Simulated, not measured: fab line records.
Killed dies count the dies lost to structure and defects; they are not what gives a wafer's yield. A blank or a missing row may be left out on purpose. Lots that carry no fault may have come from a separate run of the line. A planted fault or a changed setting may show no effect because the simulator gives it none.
The tool behind it: which one?    flow n5-finfet    26 wafers from 9 lots sampled at 6 of the route's 1938 steps

## WHAT EACH GAUGE READ, for each wafer
N5_GATE_CUT_INSPECT_15: inspects for defects (brightfield). Usual: raw-defect-count 124, standard deviation 38.
lot   measured      on                 raw-defect-count  flag
L338  day 4 21:22   defect-inspect-02  111 91 72         
L339  day 5 07:40   defect-inspect-01  137 77 114        
L351  day 8 01:20   defect-inspect-01  142 92 194        
L352  day 8 04:01   defect-inspect-01  152 115 112       
L354  day 8 17:44   defect-inspect-02  108 110 98        
L356  day 9 14:13   defect-inspect-01  100 124 115       
L357  day 9 18:37   defect-inspect-01  139 115 228       
L358  day 9 22:00   defect-inspect-02  122 94 114        
L359  day 10 07:08  defect-inspect-01  173 138           

N5_GATE_CUT_THK_MEAS_24. Usual: GC_FILL_THK typically reads 219.6 nm, with standard deviation 2.1.
lot   measured      on             GC_FILL_THK (nm)   flag
L338  day 5 00:02   film-metro-02  217.1 218.8 216.8  
L339  day 5 11:11   film-metro-01  219.5 218.2 219.4  
L351  day 8 04:13   film-metro-02  231.2 234.4 231.4  OFF
L352  day 8 06:40   film-metro-02  223.6 228.6 230.9  OFF
L354  day 8 21:04   film-metro-01  228.2 232.2 231.1  OFF
L356  day 9 18:13   film-metro-01  219.4 219.7 217.4  
L357  day 9 21:17   film-metro-01  219.2 218.4 217.4  
L358  day 10 00:40  film-metro-01  216.2 217.7 219.2  
L359  day 10 10:00  film-metro-01  223.6 219.0        

N5_BEOL_M4_RC_MEAS_101. Usual: DIBL_N 35.7 mV/V, standard deviation 1.5; DIBL_P 35.7 mV/V, standard deviation 2; IOFF_N 0.155 nA/um, standard deviation 0.026; IOFF_P 0.20 nA/um, standard deviation 0.031; ION_N 675 uA/um, standard deviation 11; ION_P 462 uA/um, standard deviation 7.1; SS_N 71.3 mV/dec, standard deviation 0.57; SS_P 73.1 mV/dec, standard deviation 0.56; VT_N 250 mV, standard deviation 3; VT_P -251 mV, standard deviation 3.
lot   measured      on         DIBL_N (mV/V)   DIBL_P (mV/V)   IOFF_N (nA/um)     IOFF_P (nA/um)  ION_N (uA/um)  ION_P (uA/um)  SS_N (mV/dec)   SS_P (mV/dec)   VT_N (mV)    VT_P (mV)       flag
L338  day 8 17:17   prober-01  37.9 37.5 35.9  38.4 37.2 36.3  0.208 0.182 0.166  0.24 0.23 0.22  696 671 688    472 461 474    72.1 71.8 70.9  73.4 73.3 73.4  245 247 247  -247 -248 -249  
L339  day 9 02:08   prober-02  34.0 36.0 33.7  33.8 37.2 33.5  0.141 0.186 0.142  0.19 0.26 0.19  683 685 678    462 468 465    71.2 71.9 70.4  72.1 73.3 72.3  250 245 249  -250 -246 -250  
L351  day 12 03:38  prober-02  34.9 35.6 35.3  35.7 35.3 36.2  0.146 0.153 0.148  0.18 0.18 0.20  680 667 676    461 459 465    70.7 70.9 70.3  72.8 73.2 73.6  249 250 250  -250 -250 -252  
L352  day 11 20:23  prober-02  37.2 37.9 36.4  36.8 38.4 36.6  0.162 0.173 0.152  0.21 0.23 0.21  670 679 672    459 462 456    71.5 71.5 72.0  73.0 73.5 72.5  253 250 251  -248 -249 -250  
L354  day 12 03:52  prober-01  35.5 37.5 35.3  35.8 39.5 35.7  0.158 0.209 0.144  0.20 0.26 0.20  681 700 661    464 476 460    70.7 71.8 71.2  73.1 73.2 72.8  246 242 249  -251 -247 -250  
L356  day 12 22:20  prober-01  34.8 36.9 36.3  33.1 36.3 35.8  0.112 0.160 0.146  0.18 0.23 0.22  654 682 679    458 474 468    71.0 71.2 71.5  72.4 73.0 72.6  255 248 250  -251 -247 -249  
L357  day 13 17:22  prober-01  34.4 33.9 36.7  34.9 34.4 37.3  0.137 0.128 0.166  0.18 0.18 0.21  666 659 675    456 456 459    71.0 71.1 71.2  72.7 72.4 73.2  251 252 250  -253 -255 -253  
L358  day 14 00:05  prober-02  31.0 36.2 37.6  29.9 35.2 38.5  0.093 0.162 0.201  0.14 0.20 0.26  657 678 679    459 460 464    69.6 71.8 71.5  71.6 73.4 73.3  255 248 249  -254 -250 -248  
L359  day 14 00:10  prober-01  36.4 37.0       38.0 39.4       0.163 0.172        0.20 0.22       666 676        459 464        71.1 71.1       73.1 73.1       246 249      -252 -251       

## WHAT TOOL EACH LOT RAN ON (gives the tool, then ch and the chambers of the sampled wafers, and finally the start)
lot   N5_GATE_CUT_CUT_ETCH_53            N5_GATE_CUT_CUT_ETCH_54            N5_GATE_CUT_ETCH_47
L338  rie-metal-02 ch 0,1, day 4 21:48   rie-metal-02 ch 0,1, day 4 21:52   rie-metal-02 ch 0,1, day 4 21:57
L339  rie-metal-01 ch 0,1, day 5 08:40   rie-metal-01 ch 0,1, day 5 08:43   rie-metal-01 ch 0,1, day 5 08:49
L351  rie-metal-01 ch 0,1, day 8 01:46   rie-metal-01 ch 0,1, day 8 01:49   rie-metal-01 ch 0,1, day 8 01:55
L352  rie-metal-03 ch 0,1, day 8 04:26   rie-metal-03 ch 0,1, day 8 04:30   rie-metal-03 ch 0,1, day 8 04:35
L354  rie-metal-03 ch 0,1, day 8 18:29   rie-metal-03 ch 0,1, day 8 18:34   rie-metal-03 ch 0,1, day 8 18:40
L356  rie-metal-01 ch 0,1, day 9 15:05   rie-metal-01 ch 0,1, day 9 15:09   rie-metal-01 ch 0,1, day 9 15:14
L357  rie-metal-03 ch 0,1, day 9 19:03   rie-metal-03 ch 0,1, day 9 19:07   rie-metal-03 ch 0,1, day 9 19:12
L358  rie-metal-03 ch 0,1, day 9 22:25   rie-metal-03 ch 0,1, day 9 22:29   rie-metal-03 ch 0,1, day 9 22:34
L359  rie-metal-01 ch 0,1, day 10 07:49  rie-metal-01 ch 0,1, day 10 07:52  rie-metal-01 ch 0,1, day 10 07:56
- N5_GATE_CUT_CUT_ETCH_53: etches W in SF6/Cl2, target depth 79.2 nm.
- N5_GATE_CUT_CUT_ETCH_54: etches TiN in Cl2/BCl3, target depth 96.7 nm.
- N5_GATE_CUT_ETCH_47: etches SiO2 in Cl2/BCl3, target depth 10 nm.

## WHAT THE TOOLS THEMSELVES READ (means of the sampled wafers that have a number; where no wafer has one, the mark that the record gives instead)
N5_GATE_CUT_CUT_ETCH_53. Usual: SF6_flow_sccm 40.00 sccm, standard deviation 0.12; bias-w 80.03 W, standard deviation 0.24; drypump-motor-current-A 5.9 A, standard deviation 0.41; etch-rf-on-time-s 26.3 s, standard deviation 0.57; oes-product-au 0.70 a.u., standard deviation 0.077; rf-fwd-power-W 879 W, standard deviation 3.2; throttle-valve-pct 29.0 %, standard deviation 0.32.
lot   tool          SF6_flow_sccm (sccm)  bias-w (W)  drypump-motor-current-A (A)  etch-rf-on-time-s (s)  oes-product-au (a.u.)  rf-fwd-power-W (W)  throttle-valve-pct (%)  flag
L338  rie-metal-02  40.02                 79.88       5.5                          26.7                   0.69                   877                 29.0                    
L339  rie-metal-01  39.93                 80.26       6.0                          26.0                   0.68                   876                 29.3                    
L351  rie-metal-01  40.05                 80.07       5.8                          25.5                   0.73                   879                 29.0                    
L352  rie-metal-03  40.04                 79.96       6.4                          26.7                   0.75                   883                 28.8                    
L354  rie-metal-03  40.08                 80.16       6.2                          26.3                   0.74                   881                 28.9                    
L356  rie-metal-01  39.89                 80.16       6.0                          26.1                   0.65                   876                 29.3                    
L357  rie-metal-03  39.94                 79.55       6.4                          26.5                   0.75                   876                 28.8                    
L358  rie-metal-03  40.07                 80.17       6.4                          26.5                   0.75                   877                 28.8                    
L359  rie-metal-01  40.07                 80.10       5.9                          26.0                   0.68                   877                 29.1                    

N5_GATE_CUT_CUT_ETCH_54. Usual: bcl3-flow-sccm 21.75 sccm (standard deviation 0.061); bias-w 126.1 W (standard deviation 0.4); drypump-motor-current-A 5.9 A (standard deviation 0.4); etch-rf-on-time-s 36.8 s (standard deviation 0.75); oes-product-au 0.70 a.u. (standard deviation 0.076); rf-fwd-power-W 979 W (standard deviation 4.7); throttle-valve-pct 22.33 % (standard deviation 0.29).
lot   tool          bcl3-flow-sccm (sccm)  bias-w (W)  drypump-motor-current-A (A)  etch-rf-on-time-s (s)  oes-product-au (a.u.)  rf-fwd-power-W (W)  throttle-valve-pct (%)  flag
L338  rie-metal-02  21.74                  126.0       5.5                          37.1                   0.69                   981                 22.39                   
L339  rie-metal-01  21.79                  126.4       6.0                          36.8                   0.67                   982                 22.56                   
L351  rie-metal-01  21.72                  126.2       5.8                          36.1                   0.72                   980                 22.27                   
L352  rie-metal-03  21.75                  126.3       6.4                          37.2                   0.75                   980                 22.23                   
L354  rie-metal-03  21.80                  126.2       6.2                          37.0                   0.73                   974                 22.22                   
L356  rie-metal-01  21.71                  126.0       6.0                          36.3                   0.65                   975                 22.57                   
L357  rie-metal-03  21.79                  126.5       6.4                          36.9                   0.75                   978                 22.25                   
L358  rie-metal-03  21.69                  125.7       6.4                          36.9                   0.75                   981                 22.24                   
L359  rie-metal-01  21.72                  126.2       5.9                          36.1                   0.68                   984                 22.43                   

N5_GATE_CUT_ETCH_47. Usual: bcl3-flow-sccm 21.76 sccm, standard deviation 0.061; bias-w 126.0 W, standard deviation 0.35; drypump-motor-current-A 5.9 A, standard deviation 0.41; oes-product-au 0.78 a.u., standard deviation 0.081; rf-fwd-power-W 980 W, standard deviation 4.5; throttle-valve-pct 22.87 %, standard deviation 0.29.
lot   tool          bcl3-flow-sccm (sccm)  bias-w (W)  drypump-motor-current-A (A)  oes-product-au (a.u.)  rf-fwd-power-W (W)  throttle-valve-pct (%)  flag
L338  rie-metal-02  21.78                  125.7       5.5                          0.77                   978                 22.91                   
L339  rie-metal-01  21.75                  126.4       6.0                          0.75                   975                 23.09                   
L351  rie-metal-01  -                      -           -                            -                      -                   -                       OFF
L352  rie-metal-03  -                      -           -                            -                      -                   -                       OFF
L354  rie-metal-03  -                      -           -                            -                      -                   -                       OFF
L356  rie-metal-01  21.77                  126.0       6.0                          0.72                   981                 23.12                   
L357  rie-metal-03  21.68                  126.0       6.4                          0.83                   980                 22.77                   
L358  rie-metal-03  21.74                  125.6       6.4                          0.83                   981                 22.78                   
L359  rie-metal-01  21.81                  126.0       5.9                          0.74                   980                 22.96                   

## THE ANSWER, worked out from the rows above alone
Rule: a lot counts as off when the mean over its wafers that have a number is more than 3 standard deviations away from the usual mean. Also off: a lot with no number at a reading for which 4 or more lots have one. All remaining lots with rows at the step are treated as sound. First the gauges in route order, then the tools' own readings, where a lot's mean is used as printed above. At the first step where some lot is off, the reading lying furthest off is the one used; lots without a number count as furthest.
Off: L351, L352, L354, at N5_GATE_CUT_THK_MEAS_24 (GC_FILL_THK).
A tool fits if, at a process step before that reading, it ran every lot that is off, and no sound lot after the first of them. Not tried: the gauges at N5_GATE_CUT_THK_MEAS_24; whatever is off there is also off at N5_GATE_CUT_ETCH_47, on other tools, and gauge error can't account for it. Of those tried, none fits.

## WHAT HAD BEEN PUT IN BY THE SIMULATOR
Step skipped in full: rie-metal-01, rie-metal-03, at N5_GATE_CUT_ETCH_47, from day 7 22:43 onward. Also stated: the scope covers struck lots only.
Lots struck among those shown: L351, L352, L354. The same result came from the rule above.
